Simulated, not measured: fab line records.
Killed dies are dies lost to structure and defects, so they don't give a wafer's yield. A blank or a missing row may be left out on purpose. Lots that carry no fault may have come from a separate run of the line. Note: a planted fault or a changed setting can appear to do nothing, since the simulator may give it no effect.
Struck lot and sound lot, side by side + flow nand-harc + 20 out of 1302 route steps
Sound: wafers L108.2, L108.4, L108.5. The struck wafers were L121.1, L121.2, L121.3. At the end, the cause is stated.
For every step that has rows: the tool of each side, followed by ch and its chambers, followed by its first start. Under that, the readings that differ: sound wafers + struck wafers + difference of the means + sigmas: that difference in standard deviations of wafers without a fault.
alike: readings with means less than 2 such deviations apart, plus words and numbers identical on both sides. not compared: withheld readings, readings lacking a value on some wafer, bounds such as >300 that could conceal the same value, and numbers that have no deviation in the record and whose values overlap.
The two part at a step that has a row with sigmas, a row that says differs or no value, or rows on one side only. Numbers that have no deviation but don't overlap get no sigmas and don't part them. Lack of a reading on every wafer of one side parts them only where that side has two or more wafers.

NHARC_A_BLC_CMP_25: polishes, t overpolish 30 s, target thk 150 nm.
  sound on cmp-03 ch 0,1,2, day 24 06:54; struck on cmp-01 ch 0,2,3, day 30 14:56
| reading                | sound    | struck   | difference | sigmas |
|------------------------|----------|----------|------------|--------|
| time-to-endpoint-s (s) | 21 23 23 | 29 31 30 | +8         | +2     |
  alike: edge-zone-pressure-frac, motor-current-A, overpolish-run-s, slurry-filter-dp-kPa
then, 1 step without rows for these wafers: NHARC_A_BLC_SRD_27.
NHARC_A_BLC_INSPECT_28:
  sound on defect-inspect-02, day 24 07:18; struck on defect-inspect-02, day 30 15:20
  alike: raw-defect-count
then, 8 steps without rows for these wafers: NHARC_A_M0_DEP_00 (deposits SiOC, target thk 150 nm); NHARC_A_M0_DEHYDRATE_01 (time 120 s); NHARC_A_M0_HMDS_02 (time 30 s); NHARC_A_M0_COAT_33 (time 65 s); NHARC_A_M0_COAT_03 (resist thk 90 nm); NHARC_A_M0_SOFTBAKE_04 (time 55 s); NHARC_A_M0_EBR_05; NHARC_A_M0_EXPOSE_06 (exposes mask A M0, target cd 80 nm).
NHARC_A_M0_PEB_07: peb time 65 s.
  sound on litho-track-06 ch 0, day 24 07:59; struck on litho-track-04 ch 0, day 30 16:11
| reading                  | sound               | struck            | difference | sigmas |
|--------------------------|---------------------|-------------------|------------|--------|
| heater-power-total-W (W) | 156.0 155.9 157.0   | 153.0 152.4 152.3 | -3.7       | -9     |
| plate-temp-C (C)         | 100.03 100.09 99.85 | 98.05 97.98 98.21 | -1.91      | -14    |
  alike: chill-plate-temp-C
then, 1 step without rows for these wafers: NHARC_A_M0_DEVELOP_08 (develop time 35 s).
NHARC_A_M0_CD_MEAS_09: target cd 80 nm.
  sound on cd-sem-01 ch 0, day 24 08:05; struck on cd-sem-02 ch 0, day 30 16:16
| reading    | sound          | struck         | difference | sigmas |
|------------|----------------|----------------|------------|--------|
| cd-nm (nm) | 80.2 80.2 80.7 | 71.8 73.3 72.5 | -7.8       | -11    |
NHARC_A_M0_OVL_MEAS_10: pitch 160 nm.
  sound on overlay-02, day 24 08:10; struck on overlay-01, day 30 16:22
  alike: overlay-x-nm, overlay-y-nm
NHARC_A_M0_INSPECT_11:
  sound on defect-inspect-01, day 24 08:12; struck on defect-inspect-01, day 30 16:24
  alike: raw-defect-count
NHARC_A_M0_DESCUM_14: chemistry O2, time 3 s.
  sound on rie-diel-05 ch 0,3, day 24 08:16; struck on rie-diel-09 ch 0,1,3, day 30 16:28
| reading               | sound            | struck            | difference | sigmas |
|-----------------------|------------------|-------------------|------------|--------|
| model.A_M0.cd-nm (nm) | 80.28 80.2 80.38 | 72.28 72.62 72.01 | -7.98      |        |
  alike: drypump-motor-current-A, o2-flow-sccm, oes-product-au, rf-vpp-V, showerhead-plenum-p-Torr, throttle-valve-pct
  not compared: rf-hours-counter-h
NHARC_A_M0_ETCH_34: etches the open film in N2/H2, target depth 40 nm, overetch 12 nm, time 43.94 s.
  sound on rie-diel-05 ch 1,2,3, day 24 08:22; struck on rie-diel-09 ch 1,2,3, day 30 16:34
  alike: drypump-motor-current-A, n2-flow-sccm, oes-product-au, rf-vpp-V, showerhead-plenum-p-Torr, throttle-valve-pct
  not compared: rf-hours-counter-h
NHARC_A_M0_ETCH_15: etches the open film in C4F8/Ar, target depth 150 nm, overetch 15 nm, time 82.5 s.
  sound: rie-diel-05 ch 0,1,2; struck: rie-diel-09 ch 1,2,3
| reading               | sound             | struck           | difference | sigmas |
|-----------------------|-------------------|------------------|------------|--------|
| model.A_M0.cd-nm (nm) | 79.84 80.04 80.11 | 72.48 72.3 72.31 | -7.63      |        |
  alike: oes-product-au, rf-vpp-V
  not compared: rf-hours-counter-h
NHARC_A_M0_CD_MEAS_16:
  sound on cd-sem-01, day 24 08:34; struck on cd-sem-01, day 30 16:47
| reading    | sound          | struck         | difference | sigmas |
|------------|----------------|----------------|------------|--------|
| cd-nm (nm) | 79.9 79.7 80.2 | 72.7 72.3 72.4 | -7.5       | -9     |

WHERE THEY PART
At NHARC_A_BLC_CMP_25 first; at NHARC_A_M0_CD_MEAS_16 last (within this record only).

WHY: whatever the simulator had introduced
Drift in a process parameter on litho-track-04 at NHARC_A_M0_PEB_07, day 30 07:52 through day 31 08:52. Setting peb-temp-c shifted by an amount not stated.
